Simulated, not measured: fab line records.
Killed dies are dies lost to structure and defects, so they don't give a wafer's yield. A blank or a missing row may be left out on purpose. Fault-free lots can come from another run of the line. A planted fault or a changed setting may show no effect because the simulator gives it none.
A struck lot beside a sound one :: flow n5_finfet :: 41 out of 1938 route steps
Sound: these wafers, L322.2, L322.3, L322.6. Struck: wafer L316.6 (left out: L316.3, L316.5 of the same lot, which were not struck); the cause appears at the end.
At each step with rows: each side's tool, then ch and its chambers, then its first start. Under that, the readings that differ: sound wafers :: struck wafers :: difference of the means :: sigmas: that difference in standard deviations of wafers without a fault.
alike: same words and numbers on both sides, and readings whose means sit less than 2 such deviations apart. not compared: any withheld reading, any reading some wafer has no value for, any bound like >300 that may hide the same value, and any number with overlapping values for which the record gives no deviation.
The two part at a step that has a row with sigmas, a row that says differs or no value, or rows on one side only. When numbers do not overlap yet have no deviation, they are printed without sigmas and do not part them. A reading that every wafer of one side lacks parts them only if that side has two wafers or more.

first, 11 steps without rows for these wafers: N5_BEOL_M0_SAQP_STRIP_80 (strips in N2/H2); N5_BEOL_M0_SAQP_HM_OPEN_112 (chemistry CHF3/O2, target SiO2, stops on a-Si, target depth 12 nm, time 13.5 s); N5_BEOL_M0_SAQP_STRIP_113 (strips in CHF3/O2); N5_BEOL_M0_SAQP_MANDREL_ETCH_20 (etches a-Si in HBr/Cl2, stops on SiNx, target depth 60 nm, bt time 10 s, time 30 s); N5_BEOL_M0_SAQP_STRIP_86 (strips in N2/H2); N5_BEOL_M0_SAQP_STRIP_115 (strips in post etch residue remover, time 60 s); N5_BEOL_M0_SAQP_SRD_93 (time 30 s); N5_BEOL_M0_SAQP_RECESS_114 (chemistry HF/NH3, target SiO2, target depth 14.4 nm, afs cycles 3, sublimation time 60 s); N5_BEOL_M0_SAQP_SPACER1_ALD_98 (deposits SiO2, target thk 12.8 nm, pulse time 1 s, purge time 2 s); N5_BEOL_M0_SAQP_SPACER1_ETCHBACK_99 (etches SiO2 in CHF3/O2, target depth 15.4 nm, time 7.7 s); N5_BEOL_M0_SAQP_MANDREL1_REMOVE_100 (chemistry HBr/Cl2/O2, target a-Si, stops on SiNx, bt time 10 s).
N5_BEOL_M0_SAQP_ETCH_101: etches SiNx in CH3F/O2, target depth 29.9 nm, time 42.7 s.
  sound on rie_diel-03 ch 0,2, day 9 19:50; struck on rie_diel-06 ch 3, day 8 06:17
  alike: drypump_motor_current_A, oes_f_703_au, oes_product_au, rf_vpp_V, showerhead_plenum_p_Torr, throttle_valve_pct
  not compared: rf_hours_counter_h
then, 20 steps without rows for these wafers: N5_BEOL_M0_SAQP_ETCH_102 (etches SiO2 in CF4, target depth 4 nm, time 4.4 s); N5_BEOL_M0_SAQP_MANDREL_ETCH_103 (etches a-Si in HBr/Cl2, stops on SiCN, target depth 45 nm, bt time 10 s, time 27 s); N5_BEOL_M0_SAQP_RECESS_104 (chemistry HF/NH3, target SiO2, target depth 18 nm, afs cycles 3, sublimation time 60 s); N5_BEOL_M0_SAQP_COAT_105 (time 60 s, resist thk 100 nm); N5_BEOL_M0_SAQP_ETCH_106 (etches SOC in N2/H2, stops on SiNx, target depth 150 nm); N5_BEOL_M0_SAQP_ETCH_107 (etches SiNx in CH3F/O2, target depth 30 nm); N5_BEOL_M0_SAQP_STRIP_108 (strips in N2/H2); N5_BEOL_M0_SAQP_RECESS_109 (chemistry HF/NH3, target SiO2, target depth 3 nm, afs cycles 1, sublimation time 60 s); N5_BEOL_M0_SAQP_SPACER2_ALD_26 (deposits SiO2, target thk 15 nm, pulse time 1 s, purge time 2 s); N5_BEOL_M0_SAQP_SPACER2_ETCHBACK_27 (etches SiO2 in CHF3/O2, target depth 22.5 nm, time 11.25 s); N5_BEOL_M0_SAQP_MANDREL2_REMOVE_110 (chemistry HBr/Cl2/O2, target a-Si, stops on SiCN, bt time 10 s); N5_BEOL_M0_SAQP_COAT_69 (time 60 s, resist thk 90 nm); N5_BEOL_M0_SAQP_COAT_72 (time 60 s, resist thk 15 nm); N5_BEOL_M0_SAQP_COAT_87 (time 60 s, resist thk 5 nm); N5_BEOL_M0_SAQP_COAT_34 (resist thk 30 nm); N5_BEOL_M0_SAQP_EBR_36; N5_BEOL_M0_SAQP_SOFTBAKE_35 (time 60 s); N5_BEOL_M0_SAQP_EXPOSE_37 (exposes mask M0 CUT1, target cd 30 nm); N5_BEOL_M0_SAQP_PEB_38 (peb time 60 s); N5_BEOL_M0_SAQP_DEVELOP_39 (develop time 30 s).
N5_BEOL_M0_SAQP_INSPECT_42: inspects for defects (brightfield).
  sound on defect_inspect-02 at day 9 22:12; struck on defect_inspect-02 at day 8 08:24
reading: raw_defect_count
sound: 268 317 288
struck: 993
difference: +702
sigmas: +9
then, 5 steps without rows for these wafers: N5_BEOL_M0_SAQP_DESCUM_45 (chemistry O2, time 7 s); N5_BEOL_M0_SAQP_ETCH_88 (etches underlayer in N2/H2, target depth 6.5 nm, time 5.2 s); N5_BEOL_M0_SAQP_ETCH_73 (etches SiARC in CF4, target depth 19.5 nm, time 32.5 s); N5_BEOL_M0_SAQP_CUT_ETCH_46 (etches SOC in N2/H2, target depth 135 nm, overetch 27 nm, time 202.5 s); N5_BEOL_M0_SAQP_STRIP_74 (strips in N2/H2).
N5_BEOL_M0_CUTY_INSPECT_59: inspects for defects (macro).
  sound on defect_inspect-02 at day 9 23:44; struck on defect_inspect-02 at day 8 09:58
reading: raw_defect_count
sound: 4 1 1
struck: >300
difference: differs
sigmas: 
-- the record jumps here: 4 days lie between the struck wafers' starts before and after (it left off in module BEOL_M0_CUTY and takes up again in module BEOL_M4, whose first step shown is number 1111 of the route) --
N5_BEOL_M4_RC_MEAS_101:
  sound on prober-01 ch 0, day 13 12:05; struck on prober-01 ch 0, day 12 12:02
reading: VT_P (mV)
sound: -243 -245 -245
struck: -255
difference: -11
sigmas: -3
  alike: DIBL_N, DIBL_P, IOFF_N, IOFF_P, ION_N, ION_P, SS_N, SS_P, VT_N
-- record jumps: 5 days separate the struck wafers' starts on either side; left off in module BEOL_M4, taken up again in module PASSIVATION, whose first shown step is the route's number 1936 --
N5_PASSIVATION_PROBE_49:
  sound on prober-01 at day 18 12:05; struck on prober-01 at day 17 04:56
reading: defect_limited_yield (%)
sound: 93.5 90.1 89.9
struck: 82.8
difference: -8.4
sigmas: -6

reading: killed_at_M0_to_M3
sound: 23 31 21
struck: 153
difference: +128
sigmas: +13

reading: killed_dies
sound: 77 117 119
struck: 203
difference: +99
sigmas: +5

reading: killed_on_rim
sound: 7 14 14
struck: 27
difference: +15
sigmas: +4

reading: sort_bin_5_function (%)
sound: 4.1 5.5 5.8
struck: 10.2
difference: +5.1
sigmas: +5

reading: sort_n_pass
sound: 1103 1063 1061
struck: 977
difference: -99
sigmas: -5

reading: sort_yield_pct (%)
sound: 93.5 90.1 89.9
struck: 82.8
difference: -8.4
sigmas: -6
  alike: killed_at_M4_up, killed_at_contacts, killed_at_front_end, killed_at_other, killed_open, killed_short, sort_bin_6_memory, sort_bin_8_speed

== WHERE THEY PART ==
Earliest at N5_BEOL_M0_SAQP_INSPECT_42; latest, in this record, at N5_PASSIVATION_PROBE_49.

WHY: what the simulator had put in
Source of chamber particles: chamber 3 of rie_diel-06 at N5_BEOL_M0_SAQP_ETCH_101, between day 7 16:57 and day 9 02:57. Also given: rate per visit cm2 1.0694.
